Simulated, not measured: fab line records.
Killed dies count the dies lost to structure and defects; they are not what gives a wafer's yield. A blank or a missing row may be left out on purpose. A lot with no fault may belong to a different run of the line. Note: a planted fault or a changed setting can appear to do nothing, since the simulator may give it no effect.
What tool caused it? | flow n5Finfet | 8 lots, 24 wafers sampled, at 5 steps of a route of 1938

WHAT THE GAUGES READ, wafer by wafer
N5_FIN_SAQP_CD_MEAS_31 targets a cd of 8 nm.
lot  | measured    | on       | cdNm (nm)
L709 | day 3 03:35 | cdSem-02 | 8.25 8.41 8.01
L710 | day 3 08:00 | cdSem-03 | 8.04 7.79 7.84
L721 | day 6 01:19 | cdSem-01 | - - -
L722 | day 6 07:59 | cdSem-01 | - - -
L724 | day 6 19:37 | cdSem-02 | 7.99 8.42 8.24
L726 | day 7 09:26 | cdSem-03 | 8.23 8.33 7.84
L727 | day 7 14:53 | cdSem-01 | 8.25 8.35 7.76
L728 | day 7 20:34 | cdSem-01 | 8.14 8.36 8.64

TOOL THAT RAN EACH LOT (tool first, then ch and the chambers of the sampled wafers, then the start)
lot  | N5_FIN_SAQP_DENSIFY_62         | N5_FIN_SAQP_HM_DEP_03          | N5_FIN_SAQP_PECVD_47           | N5_FIN_SAQP_MANDREL_ETCH_58
L709 | rtpAnneal-01 ch 0, day 2 21:32 | pecvd-02 ch 0,1, day 2 21:43   | pecvd-01 ch 0,2, day 2 21:52   | rieSi-02 ch 1,3, day 3 01:23
L710 | rtpAnneal-02 ch 0, day 3 02:19 | pecvd-02 ch 0,2, day 3 02:29   | pecvd-04 ch 0,1,2, day 3 02:37 | rieSi-02 ch 0,1,2, day 3 06:34
L721 | rtpAnneal-02 ch 0, day 5 20:46 | pecvd-01 ch 1,2, day 5 20:58   | pecvd-02 ch 0,1,2, day 5 21:07 | rieSi-01 ch 0,2,3, day 5 23:57
L722 | rtpAnneal-01 ch 0, day 6 02:28 | pecvd-02 ch 1,2, day 6 02:41   | pecvd-01 ch 1,2, day 6 02:49   | rieSi-02 ch 1,2,3, day 6 06:32
L724 | rtpAnneal-02 ch 0, day 6 14:50 | pecvd-04 ch 1,2, day 6 15:02   | pecvd-01 ch 0,1,2, day 6 15:10 | rieSi-04 ch 0,3, day 6 18:15
L726 | rtpAnneal-02 ch 0, day 7 03:40 | pecvd-01 ch 0,1, day 7 03:51   | pecvd-02 ch 0,2, day 7 03:59   | rieSi-04 ch 0,1, day 7 07:27
L727 | rtpAnneal-02 ch 0, day 7 09:27 | pecvd-04 ch 0,1,2, day 7 09:38 | pecvd-01 ch 0,1,2, day 7 09:46 | rieSi-02 ch 0,1,3, day 7 13:31
L728 | rtpAnneal-02 ch 0, day 7 15:31 | pecvd-02 ch 0,2, day 7 15:44   | pecvd-02 ch 1,2, day 7 15:52   | rieSi-02 ch 0,2,3, day 7 19:11
- N5_FIN_SAQP_DENSIFY_62: time 60 s.
- N5_FIN_SAQP_HM_DEP_03: deposits SiNx from SiH4/NH3/N2, target thk 38 nm, time 33.6 s.
- N5_FIN_SAQP_PECVD_47: deposits a-Si from SiH4/He, target thk 45 nm, time 36.3 s.
- N5_FIN_SAQP_MANDREL_ETCH_58: etches a-Si in HBr/Cl2, stops on SiNx, target depth 45 nm, bt time 10 s, time 27 s.

THE ANSWER, worked out from the rows above alone
Rule: usual is defined by the lots themselves. Put in order of their means at a reading, lots are off if they are a third of the lots or fewer, leave a main group of 4 or more, and stand apart from it by a gap of 3 or more times the standard deviation of the main group's means; of several such gaps the widest counts. A main group is skipped when, at the precision printed for the reading in the tables above, its means are all equal. A lot without any number at a reading at which 4 lots or more have one is off too. Any other lot the step has rows for is counted as sound.
Off: L721, L722 (N5_FIN_SAQP_CD_MEAS_31, cdNm). Without a number there: L721, L722. For the main group the mean is 8.16 nm and the standard deviation 0.15.
A tool fits if, at a process step before that reading, it ran every lot that is off, and no sound lot after the first of them. Those tools and the gauges at N5_FIN_SAQP_CD_MEAS_31 are tried in the same way. No candidate that was tried fits.

WHAT THE SIMULATOR HAD PUT IN
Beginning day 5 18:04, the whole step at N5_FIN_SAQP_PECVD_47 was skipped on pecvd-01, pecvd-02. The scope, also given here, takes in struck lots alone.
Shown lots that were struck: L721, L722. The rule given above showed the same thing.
